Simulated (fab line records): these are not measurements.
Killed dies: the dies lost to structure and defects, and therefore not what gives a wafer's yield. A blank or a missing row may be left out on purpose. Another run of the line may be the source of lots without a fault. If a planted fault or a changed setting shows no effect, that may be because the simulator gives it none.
8D (eight disciplines) problem report, filled in by code | flow nand-harc | the parts of the form that need people (team, actions taken, sign-off) are left out

## 1. WHAT IS WRONG
A mean of 0.854 a.u. is read at NHARC_P_BONDPAD_ETCH_24 for oes-product-au, taken on 1 wafer of 1 lot, against 0.994 a.u. (standard deviation 0.0079) on wafers free of any fault. That is -18 standard deviations from the usual mean.
The step: etches the open film in CF4/N2, target depth 30 nm, time 72.99 s.
Earliest sighting: wafer L183.4 on rie-diel-04 at day 10 23:53. At this step, 36 wafers from 12 lots have a number in the record. Rule for "out", or "out of limits": more than 4 standard deviations from the usual mean. The rest of the wafers with a number are treated as sound.

## 2. WHAT IT IS, AND WHAT IT ISN'T
question                    | is                | is not
which readings at this step | oes-product-au    | drypump-motor-current-A, rf-vpp-V, showerhead-plenum-p-Torr, throttle-valve-pct
which lots                  | L183              | L165, L166, L168, L170, L171, L172, L173, L176, L178, L185, L186
which wafers of those lots  | L183.4            | L183.1, L183.3
read on which tools         | rie-diel-04       | rie-diel-09, rie-diel-13
when                        | from day 10 23:53 | up to then (29 sound wafers); but 6 sound wafers of L185, L186 came after

## 3. WHAT RULES OUT EACH SUSPECT
Counting: if a tool at a process step up to the reading ran every lot that is out, it stays a suspect. Sound lots after the first of them don't rule it out here, since some wafers of a struck lot are sound.
- pecvd-01 at NHARC_P_M2_DEP_33 (deposits SiCN, target thk 30 nm): kept. It ran the lot that is out, L183 (day 10 21:37); its last sound lot up to then is L173 (day 8 10:51).
- rie-diel-04 at NHARC_P_BONDPAD_ETCH_24 (etches the open film in CF4/N2, target depth 30 nm, time 72.99 s): kept. It ran the lot that is out, L183 (day 10 23:53); its last sound lot up to then is L178 (day 9 11:46). Out on those wafers are its own readings of oes-product-au.
- At NHARC_P_BONDPAD_ETCH_24, inside rie-diel-04: chamber 0 took the wafers that are out, while their sound lot-mates went through chambers 2, 3.
After counting, pecvd-01 at NHARC_P_M2_DEP_33 and rie-diel-04 at NHARC_P_BONDPAD_ETCH_24 remain.

## 4. THE CAUSE (what the simulator had put in)
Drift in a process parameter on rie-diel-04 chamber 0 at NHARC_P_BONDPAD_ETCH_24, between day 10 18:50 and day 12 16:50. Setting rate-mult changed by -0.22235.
Counting left 2 suspects, and this tool is among them.

## 5. SEQUENCE OF EFFECTS, ordered by route
Each row: a reading where the mean over the struck wafers with a number is more than 3 standard deviations away from the usual. Readings are gone through only where the record gives a usual standard deviation; hours: the median, over the lots, of the time from a lot's start at the first step in this table giving one to that lot's start at this step; sigmas: the change measured in usual standard deviations.
hours | step                    | reading        | usual      | on struck wafers | change | sigmas
0     | NHARC_P_BONDPAD_ETCH_24 | oes-product-au | 0.994 a.u. | 0.854            | -0.140 | -18
It contains these process steps:
- NHARC_P_BONDPAD_ETCH_24: etches the open film in CF4/N2, target depth 30 nm, time 72.99 s.
At these later measuring or inspecting steps, every struck wafer for which the step has a row has a number for every such reading, and none has moved that far: NHARC_END_SORT_01.

## 6. WHAT WOULD HAVE CAUGHT IT SOONER
In this record the first reading out of limits was taken at day 10 23:53, 5 hours after the fault began at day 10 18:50.
